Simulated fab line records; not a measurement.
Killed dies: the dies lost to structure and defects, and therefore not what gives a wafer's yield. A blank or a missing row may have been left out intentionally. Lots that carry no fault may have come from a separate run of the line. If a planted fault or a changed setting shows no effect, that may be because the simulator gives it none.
Code-filled problem report in 8D (eight disciplines) form :: flow n5Finfet :: the parts of the form that need people (team, actions taken, sign-off) are left out

## 1. THE ISSUE
runLengthS at N5_BEOL_M4_CO_CAP_55 reads a mean of 179.4 s on 2 wafers of 2 lots; wafers without a fault read 125.2 s with a standard deviation of 0.39. So: +99 or more standard deviations from the usual mean.
The step: material Co, precursor CCTBA/H2, target thk 2 nm, time 102.1 s.
Seen first at day 10 16:59 on cvdCo-02, wafer L815.4. Wafers with a number at this step in the record: 32, from 11 lots. Rule for "out" (also "out of limits"): further than 4 standard deviations from the usual mean. Any other wafer with a number is counted as sound.

## 2. WHAT IT IS, AND WHAT IT ISN'T
question: which readings at this step
is: runLengthS
is not: heaterPowerW

question: which lots
is: L815, L818
is not: L808, L810, L811, L812, L816, L827, L828, L829, L830

question: which wafers of those lots
is: L815.4, L818.1
is not: L815.2, L815.5, L818.3

question: read on which tools
is: cvdCo-02
is not: cvdCo-01

question: when
is: from day 10 16:59
is not: up to then (17 sound wafers); but 13 sound wafers of L818, L827, L828, L829, L830 came after

## 3. SUSPECTS, AND WHAT RULES EACH OUT
Counting: any tool at a process step up to the reading remains a suspect provided it ran every lot that is out. Sound lots after the first of them don't rule it out here, since some wafers of a struck lot are sound.
- pvdSputter-03 at N5_BEOL_M4_ANNEAL_82 (time 240 s): kept. It ran every lot that is out, first L815 (day 10 14:44).
- pvdSputter-03 at N5_BEOL_M4_ANNEAL_89 (time 240 s): kept. It ran every lot that is out, first L815 (day 10 15:10).
- cvdCo-02 at N5_BEOL_M4_CO_CAP_55 (material Co, precursor CCTBA/H2, target thk 2 nm, time 102.1 s): kept. It processed each lot that is out (first: L815, day 10 16:59); up to then, its last sound lot is L816 (day 10 08:28). Out on those wafers are its own readings of runLengthS.
pvdSputter-03 at N5_BEOL_M4_ANNEAL_82, pvdSputter-03 at N5_BEOL_M4_ANNEAL_89 and cvdCo-02 at N5_BEOL_M4_CO_CAP_55 are what is left after counting.

## 4. THE CAUSE (what the simulator had put in)
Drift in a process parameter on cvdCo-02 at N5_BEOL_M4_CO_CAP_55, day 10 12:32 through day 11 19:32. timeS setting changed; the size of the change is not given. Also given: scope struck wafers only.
Counting leaves 3 suspects; this tool is one of them.

## 5. THE CHAIN OF EFFECTS, in route order
One row per reading whose mean, taken over the struck wafers that have a number, lies over 3 standard deviations from the usual. Only readings whose record carries a usual standard deviation are examined. hours: median over the lots of the time between each lot's start at the first step of this table that gives one and its start at this step. sigmas: the change, counted in usual standard deviations.
hours: 0
step: N5_BEOL_M4_CO_CAP_55
reading: runLengthS
usual: 125.2 s
on struck wafers: 179.4
change: +54.2
sigmas: +99 or more
Here are the process steps it includes:
- N5_BEOL_M4_CO_CAP_55: material Co, precursor CCTBA/H2, target thk 2 nm, time 102.1 s.
Later steps that measure or inspect, where all struck wafers having a row at the step show a number for every such reading and not one has moved that far: N5_BEOL_M4_RC_MEAS_101.

## 6. HOW IT WOULD HAVE BEEN CAUGHT EARLIER
4 hours passed between the start of the fault at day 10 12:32 and the first reading out of limits in this record, taken at day 10 16:59.
